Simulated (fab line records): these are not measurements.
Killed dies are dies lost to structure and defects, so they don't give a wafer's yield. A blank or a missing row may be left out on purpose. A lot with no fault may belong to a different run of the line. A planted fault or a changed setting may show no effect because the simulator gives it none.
Tool commonality check ; flow n5-finfet ; Lots sampled 9, wafers sampled 27

## REASON FOR OPENING
At N5_BEOL_M13_OCD_MEAS_35 the reading trench-depth-nm is flagged on 3 of 9 lots. Fault-free wafers read 413 nm, with a standard deviation of 7.4.
Rule: a lot gets a flag if all its wafers with a number sit over 4 standard deviations from that mean, or if no wafer of it has a number. As for the other lots, they are considered sound.

lot;measured;on;trench-depth-nm (nm), wafer by wafer;flag
L891;day 13 04:55;ocd-01;0 0 0;FLAGGED
L892;day 13 05:17;ocd-02;0 0 0;FLAGGED
L893;day 13 14:33;ocd-02;0 0 0;FLAGGED
L898;day 15 13:40;ocd-01;413 412 416;
L902;day 16 06:31;ocd-02;411 406 429;
L901;day 16 07:24;ocd-01;410 405 418;
L903;day 16 10:16;ocd-02;424 405 400;
L904;day 16 23:32;ocd-02;408 418 418;
L908;day 17 16:49;ocd-02;425 405 405;
The mean of the flagged lots' numbers is 0 nm, -413 nm from the usual (-56 standard deviations).

## LOT BY LOT: THE TOOL USED
Before the reading, the record contains 2 process steps out of a 1938-step route. Each cell gives the tool, then ch followed by the chambers the sampled wafers passed through, then the start.
lot;flag;N5_BEOL_M13_ETCH_68;N5_BEOL_M13_TRENCH_ETCH_34
L891;FLAGGED;rie-diel-02 ch 1,3, day 13 04:31;rie-diel-02 ch 1,3, day 13 04:44
L892;FLAGGED;rie-diel-06 ch 0,3, day 13 04:53;rie-diel-06 ch 0,3, day 13 05:06
L893;FLAGGED;rie-diel-02 ch 1,2,3, day 13 14:10;rie-diel-02 ch 1,2,3, day 13 14:23
L898;;rie-diel-06 ch 0,1,3, day 15 13:16;rie-diel-06 ch 0,1,3, day 15 13:30
L902;;rie-diel-02 ch 0,3, day 16 06:07;rie-diel-02 ch 0,3, day 16 06:20
L901;;rie-diel-06 ch 0,1,2, day 16 07:00;rie-diel-06 ch 0,1,2, day 16 07:13
L903;;rie-diel-02 ch 0,1,2, day 16 09:52;rie-diel-02 ch 0,1,2, day 16 10:05
L904;;rie-diel-06 ch 0,2, day 16 23:08;rie-diel-06 ch 0,2, day 16 23:21
L908;;rie-diel-02 ch 0,2,3, day 17 16:25;rie-diel-02 ch 0,2,3, day 17 16:38
What is done by these steps:
- N5_BEOL_M13_ETCH_68: etches SOC in N2/H2, time 355 s.
- N5_BEOL_M13_TRENCH_ETCH_34: etches SiOC in C4F8/O2/Ar, target depth 413.47 nm, time 162.6 s.
- N5_BEOL_M13_OCD_MEAS_35

## FLAGGED AGAINST TOTAL, ONE TOOL AT A TIME (gauges that did the reading follow at the end)
step;tool;lots run;flagged;share of the flagged lots;sound lots run after its first flagged lot
N5_BEOL_M13_ETCH_68;rie-diel-02;5;2;some;3 (L902,L903,L908)
N5_BEOL_M13_ETCH_68;rie-diel-06;4;1;some;3 (L898,L901,L904)
N5_BEOL_M13_TRENCH_ETCH_34;rie-diel-02;5;2;some;3 (L902,L903,L908)
N5_BEOL_M13_TRENCH_ETCH_34;rie-diel-06;4;1;some;3 (L898,L901,L904)
N5_BEOL_M13_OCD_MEAS_35;ocd-01;3;1;some;2 (L898,L901)
N5_BEOL_M13_OCD_MEAS_35;ocd-02;6;2;some;4 (L902,L903,L904,L908)

## WHAT THE TABLE PERMITS
No row of the table ran every flagged lot.

## WHAT HAD BEEN PUT IN BY THE SIMULATOR
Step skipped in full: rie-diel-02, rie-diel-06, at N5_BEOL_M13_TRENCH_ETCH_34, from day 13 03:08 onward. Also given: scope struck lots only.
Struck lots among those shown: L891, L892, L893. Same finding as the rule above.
